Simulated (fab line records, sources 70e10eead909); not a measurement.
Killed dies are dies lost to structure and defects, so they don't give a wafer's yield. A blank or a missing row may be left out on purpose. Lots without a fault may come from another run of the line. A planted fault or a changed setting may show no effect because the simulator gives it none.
Chamber matching | flow nand_harc | NHARC_A_CHANNEL_FILL_D1_ALD_14 on ald_hk-03: 4 sister chambers
The step deposits SiO2, target thk 2.5 nm, pulse time 10 s, ald cycles 25. 16 wafers are shown with their chamber, then 8 later ones without.

WAFERS WITH THEIR CHAMBER
wafer  | chamber | heater_power_w (W) | precursor_pulse_height_rel
L077.1 | 2       | 498                | 1.026
L077.5 | 2       | 497                | 0.985
L077.6 | 3       | 477                | 0.964
L085.1 | 1       | 436                | 0.996
L085.4 | 2       | 475                | 1.018
L085.5 | 2       | 491                | 0.966
L087.1 | 3       | 495                | 1.011
L087.2 | 0       | 481                | 1.023
L087.3 | 1       | 436                | 1.034
L088.1 | 1       | 431                | 1.026
L088.3 | 0       | 484                | 1.006
L088.4 | 2       | 497                | 1.018
L090.1 | 2       | 489                | 1.023
L090.3 | 3       | 492                | 0.994
L090.4 | 1       | 426                | 1.015
L089.1 | 0       | 484                | 1.004

SIGNATURES (means of the wafers above)
reading                    | chamber 0 | chamber 1 | chamber 2 | chamber 3 | scatter within a chamber
heater_power_w             | 483.00    | 432.25    | 491.17    | 488.00    | 7.31
precursor_pulse_height_rel | 1.01100   | 1.01775   | 1.00600   | 0.98967   | 0.0208
Rule: a wafer's distance from a chamber is the root of the sum, over the readings, of the square of ((its reading less the chamber's mean) divided by the reading's scatter). The wafer belongs to the nearest chamber; if the next one is less than 2 further off, it can't be placed. The scatter: the root of (the sum of the squares of (reading less its chamber's mean) over the shown wafers, divided by (wafers less chambers)).

WAFERS WITHOUT THEIR CHAMBER
wafer  | heater_power_w (W) | precursor_pulse_height_rel
L089.2 | 498                | 0.985
L089.3 | 501                | 0.959
L096.1 | 479                | 0.981
L096.2 | 493                | 0.957
L096.3 | 422                | 0.998
L097.1 | 440                | 0.993
L097.5 | 435                | 1.040
L097.6 | 485                | 1.023

WHICH CHAMBER EACH WENT THROUGH
wafer  | from the rows above          | in truth
L089.2 | can't be placed: 2 or 3 or 0 | 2
L089.3 | can't be placed: 3 or 2 or 0 | 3
L096.1 | can't be placed: 3 or 0 or 2 | 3
L096.2 | can't be placed: 3 or 2 or 0 | 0
L096.3 | 1                            | 1
L097.1 | 1                            | 1
L097.5 | 1                            | 1
L097.6 | can't be placed: 0 or 2 or 3 | 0
Placed correctly: 3 of 8. Can't be placed from these rows: 5 (the true chamber is among the candidates in 5). Placed wrongly: 0.
